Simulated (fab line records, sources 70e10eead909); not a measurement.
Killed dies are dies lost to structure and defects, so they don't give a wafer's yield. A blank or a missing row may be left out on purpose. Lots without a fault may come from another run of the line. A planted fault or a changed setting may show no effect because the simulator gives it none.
Chamber matching | flow nand_harc | NHARC_P_M0_STRIP_18 on rie_diel-08: 4 sister chambers
The step strips in N2/H2. 7 wafers are shown with their chamber, then 8 later ones without.

WAFERS WITH THEIR CHAMBER
wafer  | chamber | drypump_motor_current_A (A) | oes_product_au (a.u.)
L082.1 | 2       | 6.0                         | 0.994
L088.5 | 1       | 5.3                         | 0.998
L088.6 | 0       | 5.7                         | 1.013
L086.1 | 0       | 5.7                         | 1.000
L086.2 | 1       | 5.3                         | 0.996
L086.3 | 3       | 5.5                         | 1.005
L085.4 | 3       | 5.6                         | 0.996

WAFERS WITHOUT THEIR CHAMBER
wafer  | drypump_motor_current_A (A) | oes_product_au (a.u.)
L085.5 | 5.7                         | 1.004
L085.6 | 5.3                         | 0.998
L093.1 | 6.0                         | 0.995
L093.2 | 5.3                         | 0.987
L093.3 | 5.7                         | 0.989
L092.2 | 5.6                         | 1.002
L092.3 | 5.3                         | 0.992
L092.6 | 6.0                         | 1.002

WHICH CHAMBER EACH WENT THROUGH
wafer  | from the rows above     | in truth
L085.5 | 0                       | 0
L085.6 | 1                       | 1
L093.1 | 2                       | 2
L093.2 | 1                       | 1
L093.3 | can't be placed: 0 or 3 | 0
L092.2 | can't be placed: 3 or 0 | 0
L092.3 | 1                       | 1
L092.6 | 2                       | 2
Placed correctly: 6 of 8. Can't be placed from these rows: 2 (the true chamber is among the candidates in 2). Placed wrongly: 0.
How it was worked out, from the rows above alone: a wafer's distance from a chamber is the root of the sum, over the readings, of the square of ((its reading less the chamber's mean) divided by the reading's scatter). The wafer belongs to the nearest chamber; if the next one is less than 2 further off, it can't be placed. A chamber's mean is the mean of its shown wafers. The scatter: the root of (the sum of the squares of (reading less its chamber's mean) over the shown wafers, divided by (wafers less chambers)).
